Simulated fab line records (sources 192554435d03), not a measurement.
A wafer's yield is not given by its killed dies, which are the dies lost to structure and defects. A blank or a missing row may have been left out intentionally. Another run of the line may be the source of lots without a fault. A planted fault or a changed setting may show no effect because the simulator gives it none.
fab line records -- flow n5_finfet -- part 1 of 2: steps 1 to 4 of 6
[record] lots = 22, wafers = 66, last_day = 18
route steps=1938 shown PMOS_HMC_CHANNEL_EPI@74 FIN_SAQP@95 FIN_CUT@166
lots that met no fault: taken from a fault-free run of the same line
start_h: hours from the record's opening day to when the first of the lot's shown wafers began -- wait_h: hours since the lot's step before -- " the same as in the row above -- L1.1+2: one row covering several wafers at once -- - no value present, or no start provided -- * or withheld: withheld -- < > ~ a bound
route shown NAME@n: a module of which the file shows steps, and the number in the route of the first -- usual: mean and standard deviation over wafers with no fault -- same: alike in all rows -- chamber/n: place in a boat -- sites: per-site readings -- _std_site: standard deviation of those values -- _edge_site: mean of outer sites minus mean of inner sites -- radius_mm: for every site, how far away it sits from the centre of the wafer -- mask NAME#n: copy n -- behind: tool/chamber where the wafer was last shaped -- hold: what put the lot on hold/how long, in hours/how the hold closed -- device: the transistor (n, p or np) that didn't switch -- end of line: the route-end tests of the same wafers -- a step given without rows: its recipe and nothing more -- killed: not the wafer's yield, but the dies lost to structure and defects at the first sort -- map: per-die view of a wafer (x killed, . not killed, _ where there is no die)
set.NAME: the setting the step ran with; set.NAME@STEP: the setting that earlier step ran with -- model.NAME: the simulator's own value behind a step, which no gauge read
a sample of lots followed through the steps of the route, with each step as a table and each wafer as a row
services: when a tool's chamber went out of use (start_h, in hours from the record's first day, below 0 if earlier), for how many hours, and the reason
[[steps]]
[step N5_PMOS_HMC_CHANNEL_EPI_FIN_RECESS_16]
[recipe] chemistry = HBr/Cl2, target = Si, mask_material = SiO2, target_depth_a = 540, time_s = 18, pressure_mtorr = 10, icp_w = 800, bias_w = 75, HBr_flow_sccm = 150, Cl2_flow_sccm = 80
[usual] drypump_motor_current_A = 5.9/0.41, oes_product_au = 1.000/0.013, throttle_valve_pct = 35.4/0.32
lot.wafer,tool,chamber,start_h,wait_h,drypump_motor_current_A,oes_product_au,rf_hours_counter_h,throttle_valve_pct
L074.2,rie_si-05,0,17.94,0.0,6.4,1.016,168,34.7
L074.4,rie_si-05,3,17.94,0.0,5.6,1.015,43,35.2
L074.5,rie_si-05,0,17.94,0.0,6.4,1.022,-,34.7
L075.1,rie_si-03,3,23.56,0.0,5.3,0.995,2,35.7
L075.4,rie_si-03,2,23.56,0.0,5.7,0.994,0,35.5
L075.6,rie_si-03,0,23.56,0.0,5.6,0.996,-,35.6
L076.2,rie_si-05,3,30.03,0.0,5.6,1.025,44,35.2
L076.5,rie_si-05,0,30.03,0.0,6.4,1.022,-,34.7
L076.6,rie_si-05,1,30.03,0.0,6.4,0.975,-,36.0
L077.1,rie_si-06,0,36.14,0.0,5.9,1.009,80,35.2
L077.4,rie_si-06,1,36.14,0.0,6.3,0.989,142,35.4
L077.6,rie_si-06,2,36.14,0.0,5.6,0.999,-,35.2
L078.1,rie_si-05,0,41.97,0.0,6.4,1.031,169,34.7
L078.3,rie_si-05,3,41.97,0.0,5.6,1.026,44,35.2
L078.6,rie_si-05,1,41.97,0.0,6.3,0.997,-,36.0
L079.1,rie_si-03,3,48.30,0.0,5.3,0.989,3,35.7
L079.2,rie_si-03,1,48.30,0.0,6.4,1.007,31,35.2
L079.3,rie_si-03,0,48.30,0.0,5.6,1.006,166,35.6
L080.3,rie_si-03,3,54.34,0.0,5.3,0.983,3,35.7
L080.4,rie_si-03,1,54.34,0.0,6.4,1.022,31,35.2
L080.5,rie_si-03,0,54.34,0.0,5.6,1.001,-,35.6
L081.1,rie_si-05,3,59.88,0.0,5.6,1.021,44,35.2
L081.5,rie_si-05,3,59.88,0.0,5.6,1.017,-,35.2
L081.6,rie_si-05,0,59.88,0.0,6.4,1.029,-,34.7
L083.2,rie_si-06,3,71.95,0.0,5.5,0.996,166,35.3
L083.3,rie_si-06,0,71.95,0.0,5.9,1.007,81,35.2
L083.4,rie_si-06,2,71.95,0.0,5.6,1.003,37,35.2
L084.1,rie_si-05,1,77.78,0.0,6.4,0.982,68,36.0
L084.2,rie_si-05,0,77.78,0.0,6.5,1.026,170,34.7
L084.3,rie_si-05,2,77.78,0.0,6.3,0.992,190,36.0
L085.1,rie_si-03,3,84.30,0.0,5.3,0.993,3,35.7
L085.3,rie_si-03,2,84.30,0.0,5.7,0.991,1,35.5
L085.4,rie_si-03,1,84.30,0.0,6.4,1.011,31,35.2
L086.1,rie_si-06,0,89.69,0.0,5.9,1.007,81,35.2
L086.3,rie_si-06,1,89.69,0.0,6.2,0.986,143,35.4
L086.5,rie_si-06,2,89.69,0.0,5.6,0.995,-,35.2
L087.3,rie_si-03,1,99.25,0.0,6.4,1.011,32,35.2
L087.4,rie_si-03,3,99.25,0.0,5.3,0.985,4,35.7
L087.5,rie_si-03,0,99.25,0.0,5.6,0.983,-,35.6
L089.1,rie_si-03,2,107.90,0.0,5.7,0.994,2,35.5
L089.4,rie_si-03,0,107.90,0.0,5.5,1.004,167,35.6
L089.6,rie_si-03,0,107.90,0.0,5.6,0.987,-,35.6
L090.1,rie_si-03,2,114.91,0.0,5.7,0.998,2,35.5
L090.2,rie_si-03,3,114.91,0.0,5.3,0.983,4,35.7
L090.3,rie_si-03,1,114.91,0.0,6.4,1.011,32,35.2
L091.1,rie_si-06,1,120.53,0.0,6.2,0.997,143,35.4
L091.3,rie_si-06,0,120.53,0.0,6.0,1.012,82,35.1
L091.6,rie_si-06,1,120.53,0.0,6.3,0.991,-,35.4
L092.1,rie_si-03,2,125.70,0.0,5.7,0.992,2,35.5
L092.4,rie_si-03,3,125.70,0.0,5.3,0.984,4,35.7
L092.6,rie_si-03,0,125.70,0.0,5.6,0.999,-,35.6
L093.3,rie_si-06,0,132.01,0.0,6.0,1.016,82,35.2
L093.4,rie_si-06,2,132.01,0.0,5.6,0.996,38,35.2
L093.5,rie_si-06,1,132.01,0.0,6.3,0.990,-,35.4
L094.1,rie_si-06,0,137.91,0.0,6.0,1.016,82,35.1
L094.2,rie_si-06,3,137.91,0.0,5.5,0.994,167,35.3
L094.5,rie_si-06,1,137.91,0.0,6.2,0.993,-,35.4
L095.1,rie_si-03,0,143.64,0.0,5.6,1.004,167,35.6
L095.2,rie_si-03,1,143.64,0.0,6.4,1.002,32,35.2
L095.5,rie_si-03,0,143.64,0.0,5.6,0.995,-,35.6
L096.1,rie_si-06,3,150.56,0.0,5.5,1.007,167,35.3
L096.2,rie_si-06,1,150.56,0.0,6.3,0.990,144,35.4
L096.6,rie_si-06,3,150.56,0.0,5.5,1.004,-,35.3
L097.1,rie_si-03,1,156.35,0.0,6.4,0.998,33,35.2
L097.3,rie_si-03,0,156.35,0.0,5.6,0.998,167,35.6
L097.5,rie_si-03,3,156.35,0.0,5.3,0.996,-,35.7
[step N5_FIN_SAQP_DENSIFY_62]
[recipe] temp_c = 700, time_s = 60, ambient = N2, idle_temp_c = 600, ramp_up_c_per_s = 150, ramp_down_c_per_s = 60, cool_to_c = 600
[usual] lamp_power_pct = 9.86/0.054, lamp_zone_6_pct = 9.772/0.01, wafer_temp_C_max = 703.3/0.67
lot.wafer,tool,chamber,start_h,wait_h,lamp_power_pct,lamp_zone_6_pct,wafer_temp_C_max
L074.2,rtp_anneal-02,0,20.65,0.2,9.75,9.777,702.1
L074.4,rtp_anneal-02,0,20.65,0.2,9.85,9.770,704.0
L074.5,rtp_anneal-02,0,20.65,0.2,9.97,9.768,703.4
L075.1,rtp_anneal-02,0,26.40,0.1,9.86,9.778,703.8
L075.4,rtp_anneal-02,0,26.40,0.1,9.83,9.778,703.2
L075.6,rtp_anneal-02,0,26.40,0.1,9.86,9.763,703.0
L076.2,rtp_anneal-01,0,32.80,0.3,9.77,9.776,702.9
L076.5,rtp_anneal-01,0,32.80,0.3,9.80,9.775,703.2
L076.6,rtp_anneal-01,0,32.80,0.3,9.93,9.755,703.0
L077.1,rtp_anneal-01,0,39.25,0.1,9.84,9.779,703.8
L077.4,rtp_anneal-01,0,39.25,0.1,9.85,9.803,702.4
L077.6,rtp_anneal-01,0,39.25,0.1,9.87,9.778,703.0
L078.1,rtp_anneal-01,0,45.18,0.2,9.79,9.759,703.8
L078.3,rtp_anneal-01,0,45.18,0.2,9.84,9.761,703.1
L078.6,rtp_anneal-01,0,45.18,0.2,9.89,9.790,705.6
L079.1,rtp_anneal-01,0,51.00,0.2,9.87,9.776,702.6
L079.2,rtp_anneal-01,0,51.00,0.2,9.69,9.763,703.5
L079.3,rtp_anneal-01,0,51.00,0.2,9.80,9.780,702.7
L080.3,rtp_anneal-01,0,57.80,0.2,9.93,9.770,703.5
L080.4,rtp_anneal-01,0,57.80,0.2,9.84,9.767,703.0
L080.5,rtp_anneal-01,0,57.80,0.2,9.91,9.779,702.8
L081.1,rtp_anneal-01,0,62.52,0.1,9.90,9.769,703.9
L081.5,rtp_anneal-01,0,62.52,0.1,9.83,9.780,702.7
L081.6,rtp_anneal-01,0,62.52,0.1,9.86,9.762,702.8
L083.2,rtp_anneal-01,0,75.14,0.3,9.87,9.789,703.4
L083.3,rtp_anneal-01,0,75.14,0.3,9.89,9.769,702.9
L083.4,rtp_anneal-01,0,75.14,0.3,9.75,9.771,704.2
L084.1,rtp_anneal-02,0,80.40,0.1,9.84,9.763,704.3
L084.2,rtp_anneal-02,0,80.40,0.1,9.83,9.760,703.1
L084.3,rtp_anneal-02,0,80.40,0.1,9.84,9.767,703.6
L085.1,rtp_anneal-02,0,87.04,0.1,9.84,9.774,703.5
L085.3,rtp_anneal-02,0,87.04,0.1,9.86,9.777,702.4
L085.4,rtp_anneal-02,0,87.04,0.1,9.88,9.768,704.6
L086.1,rtp_anneal-02,0,92.39,0.2,9.87,9.768,703.7
L086.3,rtp_anneal-02,0,92.39,0.2,9.91,9.764,703.1
L086.5,rtp_anneal-02,0,92.39,0.2,9.93,9.776,705.1
L087.3,rtp_anneal-02,0,102.20,0.3,9.92,9.762,702.8
L087.4,rtp_anneal-02,0,102.20,0.3,9.94,9.761,704.0
L087.5,rtp_anneal-02,0,102.20,0.3,9.97,9.765,703.4
L089.1,rtp_anneal-01,0,110.51,0.1,9.86,9.775,702.5
L089.4,rtp_anneal-01,0,110.51,0.1,9.78,9.768,703.0
L089.6,rtp_anneal-01,0,110.51,0.1,9.80,9.767,704.0
L090.1,rtp_anneal-02,0,117.60,0.1,9.87,9.786,703.7
L090.2,rtp_anneal-02,0,117.60,0.1,9.89,9.776,703.7
L090.3,rtp_anneal-02,0,117.60,0.1,9.94,9.779,703.6
L091.1,rtp_anneal-02,0,123.55,0.1,9.74,9.769,703.2
L091.3,rtp_anneal-02,0,123.55,0.1,9.87,9.776,704.0
L091.6,rtp_anneal-02,0,123.55,0.1,9.85,9.775,702.9
L092.1,rtp_anneal-01,0,128.74,0.1,9.87,9.798,705.4
L092.4,rtp_anneal-01,0,128.74,0.1,9.85,9.788,703.4
L092.6,rtp_anneal-01,0,128.74,0.1,9.89,9.741,702.7
L093.3,rtp_anneal-02,0,134.68,0.2,9.82,9.774,703.7
L093.4,rtp_anneal-02,0,134.68,0.2,9.87,9.775,703.7
L093.5,rtp_anneal-02,0,134.68,0.2,9.77,9.767,704.3
L094.1,rtp_anneal-01,0,140.61,0.2,9.81,9.760,703.7
L094.2,rtp_anneal-01,0,140.61,0.2,9.84,9.794,703.2
L094.5,rtp_anneal-01,0,140.61,0.2,9.82,9.772,703.5
L095.1,rtp_anneal-02,0,146.40,0.3,9.90,9.776,702.5
L095.2,rtp_anneal-02,0,146.40,0.3,9.92,9.772,703.7
L095.5,rtp_anneal-02,0,146.40,0.3,9.92,9.785,702.4
L096.1,rtp_anneal-01,0,153.78,0.1,9.81,9.797,702.3
L096.2,rtp_anneal-01,0,153.78,0.1,9.88,9.763,703.3
L096.6,rtp_anneal-01,0,153.78,0.1,9.82,9.792,702.8
L097.1,rtp_anneal-02,0,159.15,0.3,9.83,9.781,702.5
L097.3,rtp_anneal-02,0,159.15,0.3,9.86,9.766,703.4
L097.5,rtp_anneal-02,0,159.15,0.3,10.06,9.761,703.6
[step N5_FIN_SAQP_SPACER2_ETCHBACK_29]
[recipe] chemistry = CHF3/O2, mode = anisotropic_etchback, target = SiO2, target_depth_a = 122, time_s = 6.1, pressure_mtorr = 30, source_w = 650, bias_w = 170, Ar_flow_sccm = 200, CHF3_flow_sccm = 50, O2_flow_sccm = 5, ion_energy_ev = 200
[usual] drypump_motor_current_A = 5.8/0.49, oes_product_au = 0.81/0.084, rf_vpp_V = 527/10, showerhead_plenum_p_Torr = 2.46/0.076, throttle_valve_pct = 18.80/0.3
lot.wafer,tool,chamber,start_h,wait_h,drypump_motor_current_A,oes_product_au,rf_hours_counter_h,rf_vpp_V,showerhead_plenum_p_Torr,throttle_valve_pct
L074.2,rie_diel-05,3,25.63,0.2,5.8,0.75,165,524,2.49,18.46
L074.4,rie_diel-05,2,25.63,0.2,5.4,0.92,26,533,2.36,18.46
L074.5,rie_diel-05,0,25.63,0.2,6.2,0.71,-,510,2.27,18.82
L075.1,rie_diel-06,3,31.27,0.2,5.0,0.79,127,530,2.51,18.70
L075.4,rie_diel-06,3,31.27,0.2,5.1,0.78,-,530,2.51,18.70
L075.6,rie_diel-06,0,31.27,0.2,6.3,0.77,-,554,2.52,19.12
L076.2,rie_diel-04,1,37.23,0.2,5.8,0.72,183,519,2.50,18.68
L076.5,rie_diel-04,1,37.23,0.2,5.8,0.72,-,520,2.50,18.70
L076.6,rie_diel-04,0,37.23,0.2,5.0,0.98,-,522,2.38,19.08
L077.1,rie_diel-06,2,45.02,0.2,5.9,0.69,217,523,2.39,18.93
L077.4,rie_diel-06,0,45.02,0.2,6.3,0.77,153,555,2.52,19.14
L077.6,rie_diel-06,0,45.02,0.2,6.3,0.77,-,553,2.52,19.11
L078.1,rie_diel-04,3,50.15,0.3,6.3,0.90,32,526,2.44,18.46
L078.3,rie_diel-04,0,50.15,0.3,5.0,0.96,6,523,2.38,19.10
L078.6,rie_diel-04,3,50.15,0.3,6.3,0.89,-,525,2.44,18.45
L079.1,rie_diel-06,2,55.71,0.4,5.9,0.68,220,524,2.39,18.94
L079.2,rie_diel-06,0,55.71,0.4,6.3,0.76,156,554,2.52,19.12
L079.3,rie_diel-06,1,55.71,0.4,6.5,0.95,4,515,2.57,18.70
L080.3,rie_diel-05,1,62.75,0.2,5.8,0.79,106,529,2.54,19.36
L080.4,rie_diel-05,3,62.75,0.2,5.8,0.74,177,524,2.49,18.45
L080.5,rie_diel-05,2,62.75,0.2,5.4,0.90,-,532,2.35,18.48
L081.1,rie_diel-04,2,67.46,0.2,6.3,0.86,49,523,2.56,18.88
L081.5,rie_diel-04,3,67.46,0.2,6.3,0.89,-,526,2.44,18.47
L081.6,rie_diel-04,0,67.46,0.2,5.0,0.93,-,524,2.38,19.09
L083.2,rie_diel-06,2,79.73,0.2,5.9,0.68,227,523,2.39,18.94
L083.3,rie_diel-06,3,79.73,0.2,5.0,0.76,145,529,2.50,18.76
L083.4,rie_diel-06,1,79.73,0.2,6.5,0.93,13,515,2.56,18.73
L084.1,rie_diel-05,2,84.82,0.2,5.4,0.89,48,532,2.35,18.51
L084.2,rie_diel-05,3,84.82,0.2,5.8,0.74,187,524,2.48,18.50
L084.3,rie_diel-05,1,84.82,0.2,5.8,0.78,115,528,2.54,19.37
L085.1,rie_diel-05,3,91.96,0.2,5.9,0.73,189,524,2.48,18.48
L085.3,rie_diel-05,2,91.96,0.2,5.4,0.87,50,534,2.35,18.51
L085.4,rie_diel-05,1,91.96,0.2,5.8,0.78,116,527,2.54,19.39
L086.1,rie_diel-04,2,97.35,0.3,6.3,0.86,60,522,2.55,18.91
L086.3,rie_diel-04,0,97.35,0.3,5.0,0.91,23,522,2.37,19.11
L086.5,rie_diel-04,0,97.35,0.3,5.0,0.90,-,524,2.37,19.11
L087.3,rie_diel-05,0,107.54,0.4,6.2,0.93,6,519,2.55,18.42
L087.4,rie_diel-05,1,107.54,0.4,5.8,0.77,123,530,2.53,19.40
L087.5,rie_diel-05,2,107.54,0.4,5.4,0.86,-,533,2.34,18.52
L089.1,rie_diel-05,1,115.31,0.2,5.8,0.78,126,529,2.53,19.40
L089.4,rie_diel-05,3,115.31,0.2,5.8,0.72,196,523,2.48,18.50
L089.6,rie_diel-05,3,115.31,0.2,5.9,0.73,-,524,2.48,18.50
L090.1,rie_diel-04,3,122.32,0.2,6.3,0.87,57,526,2.43,18.49
L090.2,rie_diel-04,1,122.32,0.2,5.8,0.70,210,520,2.49,18.73
L090.3,rie_diel-04,0,122.32,0.2,5.0,0.90,31,524,2.37,19.12
L091.1,rie_diel-05,0,128.56,0.2,6.2,0.91,13,519,2.54,18.44
L091.3,rie_diel-05,3,128.56,0.2,5.9,0.72,200,523,2.48,18.51
L091.6,rie_diel-05,3,128.56,0.2,5.8,0.72,-,524,2.48,18.50
L092.1,rie_diel-04,2,133.14,0.2,6.3,0.84,73,524,2.55,18.91
L092.4,rie_diel-04,3,133.14,0.2,6.3,0.86,61,526,2.43,18.49
L092.6,rie_diel-04,3,133.14,0.2,6.3,0.86,-,526,2.43,18.51
L093.3,rie_diel-06,2,139.15,0.2,5.9,0.66,248,522,2.38,18.96
L093.4,rie_diel-06,1,139.15,0.2,6.5,0.87,34,516,2.55,18.75
L093.5,rie_diel-06,3,139.15,0.2,5.1,0.75,-,529,2.49,18.76
L094.1,rie_diel-04,3,145.38,0.2,6.3,0.86,64,524,2.43,18.51
L094.2,rie_diel-04,2,145.38,0.2,6.3,0.83,76,523,2.55,18.93
L094.5,rie_diel-04,0,145.38,0.2,5.0,0.88,-,523,2.37,19.14
L095.1,rie_diel-04,3,152.19,0.2,6.3,0.84,66,527,2.43,18.49
L095.2,rie_diel-04,2,152.19,0.2,6.3,0.82,78,523,2.54,18.93
L095.5,rie_diel-04,1,152.19,0.2,5.8,0.69,-,519,2.48,18.74
L096.1,rie_diel-06,0,158.73,0.2,6.3,0.74,195,554,2.50,19.18
L096.2,rie_diel-06,1,158.73,0.2,6.5,0.87,42,516,2.55,18.77
L096.6,rie_diel-06,0,158.73,0.2,6.3,0.73,-,554,2.50,19.20
L097.1,rie_diel-06,3,163.92,0.2,5.0,0.74,170,530,2.49,18.77
L097.3,rie_diel-06,0,163.92,0.2,6.3,0.73,197,553,2.50,19.20
L097.5,rie_diel-06,3,163.92,0.2,5.0,0.75,-,529,2.49,18.78
[step N5_FIN_SAQP_ETCH_34]
[recipe] chemistry = C4F6/O2, target = SiO2, target_depth_a = 450, time_s = 15, ion_energy_ev = 250, pressure_mtorr = 30, source_w = 345, bias_w = 185, Ar_flow_sccm = 300, C4F6_flow_sccm = 10, O2_flow_sccm = 10, ends = cleared
[usual] drypump_motor_current_A = 5.9/0.48, etch_rf_on_time_s = 14.85/0.28, oes_product_au = 0.70/0.076, rf_vpp_V = 669/13, showerhead_plenum_p_Torr = 2.93/0.085, throttle_valve_pct = 21.0/0.3
lot.wafer,tool,chamber,start_h,wait_h,drypump_motor_current_A,etch_rf_on_time_s,oes_product_au,rf_hours_counter_h,rf_vpp_V,showerhead_plenum_p_Torr,throttle_valve_pct
L074.2,rie_diel-05,0,25.95,0.0,6.2,14.99,0.61,236,649,2.68,21.0
L074.4,rie_diel-05,2,25.95,0.0,5.4,14.59,0.79,26,678,2.79,20.7
L074.5,rie_diel-05,1,25.95,0.0,5.8,14.60,0.69,-,672,3.01,21.6
L075.1,rie_diel-04,2,31.79,0.0,6.3,14.69,0.76,37,664,3.02,21.0
L075.4,rie_diel-04,3,31.79,0.0,6.3,14.72,0.78,26,669,2.89,20.6
L075.6,rie_diel-04,0,31.79,0.0,5.0,15.36,0.83,-,663,2.81,21.3
L076.2,rie_diel-04,3,37.56,0.0,6.3,14.77,0.77,29,670,2.89,20.7
L076.5,rie_diel-04,2,37.56,0.0,6.3,14.62,0.76,-,665,3.02,21.0
L076.6,rie_diel-04,1,37.56,0.0,5.8,15.26,0.61,-,663,2.95,20.9
L077.1,rie_diel-04,3,45.46,0.0,6.3,14.51,0.78,31,669,2.89,20.7
L077.4,rie_diel-04,2,45.46,0.0,6.3,14.57,0.75,42,664,3.02,21.1
L077.6,rie_diel-04,1,45.46,0.0,5.8,14.95,0.62,-,662,2.95,20.9
L078.1,rie_diel-06,3,50.47,0.0,5.0,14.82,0.67,134,672,2.96,20.9
L078.3,rie_diel-06,2,50.47,0.0,5.9,14.75,0.59,218,664,2.83,21.1
L078.6,rie_diel-06,1,50.47,0.0,6.5,14.33,0.83,-,655,3.03,20.9
L079.1,rie_diel-05,2,56.02,0.0,5.4,14.67,0.76,36,678,2.78,20.7
L079.2,rie_diel-05,1,56.02,0.0,5.8,14.95,0.67,104,670,3.00,21.6
L079.3,rie_diel-05,3,56.02,0.0,5.8,15.19,0.64,175,665,2.93,20.6
L080.3,rie_diel-06,3,63.20,0.0,5.0,14.82,0.66,139,673,2.95,20.9
L080.4,rie_diel-06,0,63.20,0.0,6.4,14.80,0.65,159,705,2.97,21.3
L080.5,rie_diel-06,0,63.20,0.0,6.3,14.81,0.65,-,706,2.97,21.4
L081.1,rie_diel-06,1,67.81,0.0,6.5,14.36,0.81,8,656,3.03,20.9
L081.5,rie_diel-06,0,67.81,0.0,6.3,14.80,0.65,-,705,2.97,21.3
L081.6,rie_diel-06,3,67.81,0.0,5.1,14.81,0.66,-,672,2.95,20.9
L083.2,rie_diel-04,1,80.05,0.0,5.8,15.22,0.61,194,661,2.95,20.9
L083.3,rie_diel-04,3,80.05,0.0,6.2,14.59,0.75,44,668,2.88,20.7
L083.4,rie_diel-04,2,80.05,0.0,6.2,14.76,0.72,54,664,3.02,21.1
L084.1,rie_diel-04,2,85.13,0.0,6.3,14.62,0.73,56,664,3.01,21.1
L084.2,rie_diel-04,3,85.13,0.0,6.3,14.47,0.76,45,668,2.88,20.7
L084.3,rie_diel-04,1,85.13,0.0,5.8,15.15,0.61,196,660,2.95,20.9
L085.1,rie_diel-06,3,92.30,0.0,5.1,15.01,0.65,150,673,2.95,20.9
L085.3,rie_diel-06,1,92.30,0.0,6.5,14.43,0.77,17,654,3.03,20.9
L085.4,rie_diel-06,0,92.30,0.0,6.3,15.03,0.64,170,704,2.97,21.4
L086.1,rie_diel-05,3,97.78,0.0,5.9,15.21,0.62,191,665,2.93,20.6
L086.3,rie_diel-05,0,97.78,0.0,6.2,14.98,0.82,2,661,3.01,20.6
L086.5,rie_diel-05,1,97.78,0.0,5.9,14.71,0.66,-,670,2.99,21.6
L087.3,rie_diel-05,3,107.93,0.0,5.8,15.35,0.62,194,664,2.93,20.6
L087.4,rie_diel-05,0,107.93,0.0,6.2,15.34,0.80,6,661,3.01,20.6
L087.5,rie_diel-05,2,107.93,0.0,5.4,14.86,0.73,-,678,2.77,20.7
L089.1,rie_diel-05,0,115.62,0.0,6.2,15.08,0.79,9,661,3.01,20.6
L089.4,rie_diel-05,1,115.62,0.0,5.9,14.73,0.67,126,672,2.99,21.6
L089.6,rie_diel-05,1,115.62,0.0,5.8,14.68,0.66,-,670,2.99,21.6
L090.1,rie_diel-04,1,122.64,0.0,5.8,15.23,0.59,210,661,2.94,20.9
L090.2,rie_diel-04,2,122.64,0.0,6.2,14.66,0.71,69,664,3.01,21.1
L090.3,rie_diel-04,0,122.64,0.0,5.0,15.12,0.77,31,664,2.80,21.3
L091.1,rie_diel-06,3,128.87,0.0,5.0,15.04,0.65,160,673,2.95,20.9
L091.3,rie_diel-06,1,128.87,0.0,6.5,14.36,0.76,30,655,3.02,21.0
L091.6,rie_diel-06,3,128.87,0.0,5.0,15.08,0.64,-,671,2.95,20.9
L092.1,rie_diel-06,2,133.48,0.0,5.9,15.18,0.57,245,665,2.81,21.1
L092.4,rie_diel-06,3,133.48,0.0,5.0,15.02,0.64,161,672,2.94,20.9
L092.6,rie_diel-06,1,133.48,0.0,6.4,14.39,0.76,-,654,3.02,21.0
L093.3,rie_diel-05,0,139.46,0.0,6.2,15.01,0.78,18,661,3.00,20.6
L093.4,rie_diel-05,0,139.46,0.0,6.2,14.99,0.78,-,660,3.01,20.6
L093.5,rie_diel-05,3,139.46,0.0,5.8,15.20,0.62,-,664,2.92,20.6
L094.1,rie_diel-06,0,145.82,0.0,6.4,14.94,0.63,189,704,2.96,21.4
L094.2,rie_diel-06,3,145.82,0.0,5.0,15.09,0.64,166,673,2.94,20.9
L094.5,rie_diel-06,0,145.82,0.0,6.4,15.02,0.62,-,705,2.96,21.4
L095.1,rie_diel-06,3,152.51,0.0,5.0,14.96,0.64,168,671,2.94,20.9
L095.2,rie_diel-06,0,152.51,0.0,6.3,14.91,0.63,192,703,2.96,21.4
L095.5,rie_diel-06,0,152.51,0.0,6.3,15.00,0.63,-,704,2.96,21.4
L096.1,rie_diel-04,3,159.10,0.0,6.2,14.60,0.72,69,669,2.87,20.7
L096.2,rie_diel-04,1,159.10,0.0,5.8,15.37,0.59,222,660,2.93,20.9
L096.6,rie_diel-04,2,159.10,0.0,6.3,14.82,0.69,-,663,3.00,21.1
L097.1,rie_diel-04,3,164.27,0.0,6.3,14.47,0.72,72,669,2.87,20.7
L097.3,rie_diel-04,1,164.27,0.0,5.8,15.22,0.59,224,660,2.93,20.9
L097.5,rie_diel-04,0,164.27,0.0,5.0,15.02,0.75,-,663,2.79,21.3
